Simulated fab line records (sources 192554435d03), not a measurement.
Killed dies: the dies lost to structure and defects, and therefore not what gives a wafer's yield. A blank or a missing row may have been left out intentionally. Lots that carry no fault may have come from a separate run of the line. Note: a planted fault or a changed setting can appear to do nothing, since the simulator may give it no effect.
Matching of chambers :: flow n5Finfet :: N5_DUMMY_GATE_ETCH_42 on rieDiel-02: 3 sister chambers
The step etches SiO2 in CHF3/O2, target depth 3.5 nm, time 31 s. 3 wafers are shown with their chamber, then 4 later ones without.

EACH WAFER AND ITS CHAMBER
wafer: L090.6
chamber: 1
drypumpMotorCurrentA (A): 5.6

wafer: L091.1
chamber: 2
drypumpMotorCurrentA (A): 6.5

wafer: L091.3
chamber: 3
drypumpMotorCurrentA (A): 5.8

WAFERS WITHOUT THEIR CHAMBER
wafer: L095.3
drypumpMotorCurrentA (A): 5.6

wafer: L096.1
drypumpMotorCurrentA (A): 5.9

wafer: L096.2
drypumpMotorCurrentA (A): 5.6

wafer: L096.5
drypumpMotorCurrentA (A): 5.9

WHICH CHAMBER EACH WENT THROUGH
wafer: L095.3
from the rows above: 1
in truth: 1

wafer: L096.1
from the rows above: 3
in truth: 3

wafer: L096.2
from the rows above: 1
in truth: 1

wafer: L096.5
from the rows above: 3
in truth: 3
Placed correctly: 4 of 4. Can't be placed from these rows: 0. 0 placed wrongly.
How it was worked out, from the rows above alone: a wafer's distance from a chamber is the root of the sum, over the readings, of the square of ((its reading less the chamber's mean) divided by the reading's scatter). The wafer belongs to the nearest chamber; if the next one is less than 2 further off, it can't be placed. For every chamber, the mean is computed from those of its wafers that are shown. The scatter: with one shown wafer a chamber, the root of the mean of the squares of how far each hidden wafer lies from its nearest shown one.
